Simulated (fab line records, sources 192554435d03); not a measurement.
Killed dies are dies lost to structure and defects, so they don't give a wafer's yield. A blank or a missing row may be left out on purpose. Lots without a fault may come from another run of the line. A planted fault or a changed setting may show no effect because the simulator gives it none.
One fault seen from 2 desks | flow n5_finfet | each desk has only its own numbers; what lay behind them comes last

THE TOOL OWNER'S DESK: pvd_sputter-01
The tool's own readings at N5_BEOL_M4_SPUTTER_90 (material Cu, target thk 4.5 nm, time 8.29 s): means of the sampled wafers that have a number, for each lot that ran on this tool. A lot is out of limits, marked OUT, if its mean lies more than 4 standard deviations from the usual mean; the brackets give that distance.
Columns: A = chamber_pressure_pa at N5_BEOL_M4_SPUTTER_90, usual 0.07001 Pa; B = throttle_valve_pct at N5_BEOL_M4_SPUTTER_90, usual 30.0 %
lot  | first seen here | A       | B
L633 | day 8 01:57     | 0.06990 | 30.2
L641 | day 10 10:57    | 0.07007 | 29.8
L645 | day 10 23:19    | 0.07012 | 29.5
This desk's finding: nothing out of limits on any of the 3 lots.

THE METROLOGY DESK
What the gauges read, lot by lot, whatever tool the lot ran on: means of the sampled wafers that have a number. A lot is out of limits, marked OUT, if its mean lies more than 4 standard deviations from the usual mean; the brackets give that distance. Of its 12 readings 7 are shown: those that lie furthest out on some lot.
Columns: A = M4_RS at N5_BEOL_M4_RS_MEAS_58, usual 0.66 ohm/sq; B = IOFF_P at N5_BEOL_M4_RC_MEAS_101, usual 0.22 nA/um; C = ION_N at N5_BEOL_M4_RC_MEAS_101, usual 676 uA/um; D = ION_P at N5_BEOL_M4_RC_MEAS_101, usual 465 uA/um; E = SS_P at N5_BEOL_M4_RC_MEAS_101, usual 73.2 mV/dec; F = VT_N at N5_BEOL_M4_RC_MEAS_101, usual 250 mV; G = VT_P at N5_BEOL_M4_RC_MEAS_101, usual -250 mV
lot  | first seen here | A    | B    | C   | D   | E    | F   | G
L633 | day 8 04:10     | 0.66 | 0.24 | 671 | 471 | 73.0 | 252 | -244
L634 | day 8 04:19     | 0.65 | 0.22 | 678 | 466 | 73.4 | 250 | -251
L641 | day 10 15:25    | 0.71 | 0.20 | 671 | 463 | 72.8 | 252 | -251
L645 | day 11 03:46    | 0.64 | 0.23 | 682 | 470 | 74.0 | 250 | -247
L651 | day 12 20:37    | 0.66 | 0.26 | 680 | 474 | 74.2 | 248 | -245
L656 | day 14 09:04    | 0.65 | 0.15 | 654 | 447 | 72.4 | 255 | -257
This desk's finding: nothing out of limits on any of the 6 lots.

PUT TOGETHER
The tool owner's desk saw nothing out of limits.
The metrology desk saw nothing out of limits.

WHAT THE SIMULATOR HAD PUT IN
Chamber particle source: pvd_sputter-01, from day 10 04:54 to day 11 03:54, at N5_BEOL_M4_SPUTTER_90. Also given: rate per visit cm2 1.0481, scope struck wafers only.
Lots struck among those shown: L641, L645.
